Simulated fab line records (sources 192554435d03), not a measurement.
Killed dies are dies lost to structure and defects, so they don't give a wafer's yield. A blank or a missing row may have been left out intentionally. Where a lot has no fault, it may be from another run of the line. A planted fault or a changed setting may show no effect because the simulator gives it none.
Chamber matching | flow n5 finfet | N5_DUMMY_GATE_ALD_02 on ald sin-02: 4 sister chambers
The step deposits SiO2, target thk 2 nm, pulse time 1 s. 24 wafers are shown with their chamber, then 12 later ones without.

WAFERS, EACH WITH ITS CHAMBER
wafer  | chamber | heater power w (W) | susceptor temp C (C) | precursor pulse height rel
L076.1 | 0       | 529                | 300.30               | 1.017
L076.4 | 2       | 456                | 300.06               | 1.020
L076.5 | 0       | 529                | 299.94               | 1.021
L077.1 | 1       | 486                | 300.17               | 0.979
L077.4 | 3       | 537                | 299.92               | 1.031
L077.6 | 3       | 534                | 300.00               | 0.988
L078.1 | 1       | 477                | 300.21               | 1.001
L078.2 | 0       | 540                | 300.40               | 0.971
L078.3 | 3       | 538                | 300.29               | 0.984
L079.2 | 3       | 524                | 300.07               | 1.005
L079.3 | 2       | 459                | 299.82               | 1.010
L079.5 | 3       | 527                | 300.35               | 0.986
L080.1 | 3       | 534                | 300.13               | 1.005
L080.2 | 2       | 478                | 300.27               | 0.983
L080.6 | 3       | 512                | 300.17               | 1.025
L081.2 | 1       | 468                | 300.04               | 0.981
L081.4 | 3       | 520                | 300.32               | 0.993
L081.5 | 1       | 492                | 300.42               | 1.030
L082.3 | 1       | 483                | 300.13               | 1.003
L082.4 | 2       | 469                | 299.73               | 0.974
L082.5 | 0       | 539                | 300.22               | 1.006
L085.2 | 0       | 531                | 299.87               | 0.997
L085.4 | 2       | 463                | 300.03               | 1.009
L085.5 | 2       | 461                | 299.82               | 1.003

SIGNATURES (means of the wafers above)
reading                    | chamber 0 | chamber 1 | chamber 2 | chamber 3 | scatter within a chamber
heater power w             | 533.60    | 481.20    | 464.33    | 528.25    | 8.25
susceptor temp C           | 300.1460  | 300.1940  | 299.9550  | 300.1562  | 0.182
precursor pulse height rel | 1.00240   | 0.99880   | 0.99983   | 1.00212   | 0.0188
Rule: distance of a wafer from a chamber = root of the sum over the readings of ((wafer's reading minus chamber's mean) / reading's scatter) squared. The wafer belongs to the nearest chamber; if the next one is less than 2 further off, it can't be placed. The scatter: take each reading less its chamber's mean, square it, sum over the shown wafers, divide by the number of wafers less the number of chambers, and take the root.

WAFERS WITHOUT THEIR CHAMBER
wafer  | heater power w (W) | susceptor temp C (C) | precursor pulse height rel
L089.1 | 481                | 299.90               | 1.030
L089.3 | 530                | 299.90               | 0.990
L089.4 | 525                | 299.92               | 1.015
L092.1 | 527                | 299.87               | 0.989
L092.4 | 493                | 300.18               | 0.946
L092.5 | 473                | 299.78               | 0.985
L095.2 | 488                | 299.93               | 0.971
L095.4 | 468                | 300.03               | 0.989
L095.6 | 528                | 299.74               | 1.008
L097.1 | 532                | 299.89               | 0.959
L097.2 | 482                | 300.16               | 0.989
L097.4 | 531                | 300.30               | 0.998

CHAMBER TAKEN BY EACH
wafer  | from the rows above     | in truth
L089.1 | can't be placed: 1 or 2 | 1
L089.3 | can't be placed: 3 or 0 | 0
L089.4 | can't be placed: 3 or 0 | 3
L092.1 | can't be placed: 3 or 0 | 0
L092.4 | can't be placed: 1 or 2 | 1
L092.5 | can't be placed: 2 or 1 | 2
L095.2 | can't be placed: 1 or 2 | 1
L095.4 | can't be placed: 2 or 1 | 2
L095.6 | can't be placed: 3 or 0 | 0
L097.1 | can't be placed: 0 or 3 | 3
L097.2 | can't be placed: 1 or 2 | 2
L097.4 | can't be placed: 3 or 0 | 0
Placed correctly: 0 of 12. From these rows, 12 cannot be placed; in 12 the true chamber is one of the candidates. 0 placed wrongly.
